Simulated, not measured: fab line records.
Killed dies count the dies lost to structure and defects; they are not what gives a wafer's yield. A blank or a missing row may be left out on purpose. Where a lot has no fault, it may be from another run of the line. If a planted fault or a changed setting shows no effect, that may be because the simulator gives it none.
Matching of chambers / flow nand_harc / 4 sister chambers for NHARC_A_CHANNEL_FILL_D1_ALD_25 on ald_hk-03
The step deposits SiOx, target thk 60 nm, pulse time 10 s, ald cycles 600. 4 wafers are shown with their chamber, then 7 later ones without.

WAFERS, EACH WITH ITS CHAMBER
wafer=L081.6; chamber=0; heater_power_w (W)=329
wafer=L088.1; chamber=2; heater_power_w (W)=495
wafer=L089.2; chamber=1; heater_power_w (W)=436
wafer=L089.4; chamber=3; heater_power_w (W)=467

WAFERS WHOSE CHAMBER IS MISSING
wafer=L089.5; heater_power_w (W)=323
wafer=L091.1; heater_power_w (W)=328
wafer=L091.2; heater_power_w (W)=448
wafer=L091.3; heater_power_w (W)=503
wafer=L097.1; heater_power_w (W)=494
wafer=L097.2; heater_power_w (W)=430
wafer=L097.5; heater_power_w (W)=446

CHAMBER TAKEN BY EACH
wafer=L089.5; from the rows above=0; in truth=0
wafer=L091.1; from the rows above=0; in truth=0
wafer=L091.2; from the rows above=can't be placed: 1 or 3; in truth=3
wafer=L091.3; from the rows above=2; in truth=2
wafer=L097.1; from the rows above=2; in truth=2
wafer=L097.2; from the rows above=1; in truth=1
wafer=L097.5; from the rows above=can't be placed: 1 or 3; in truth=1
Correct placement for 5 of the 7. These rows do not allow placing 2 (true chamber among the candidates in 2). Placed wrongly: 0.
How it was worked out, from the rows above alone: a wafer's distance from a chamber is the root of the sum, over the readings, of the square of ((its reading less the chamber's mean) divided by the reading's scatter). The wafer belongs to the nearest chamber; if the next one is less than 2 further off, it can't be placed. A chamber's mean is the mean of its shown wafers. The scatter (one wafer shown for each chamber): square how far every hidden wafer sits from the nearest shown wafer, average those squares and take the square root.
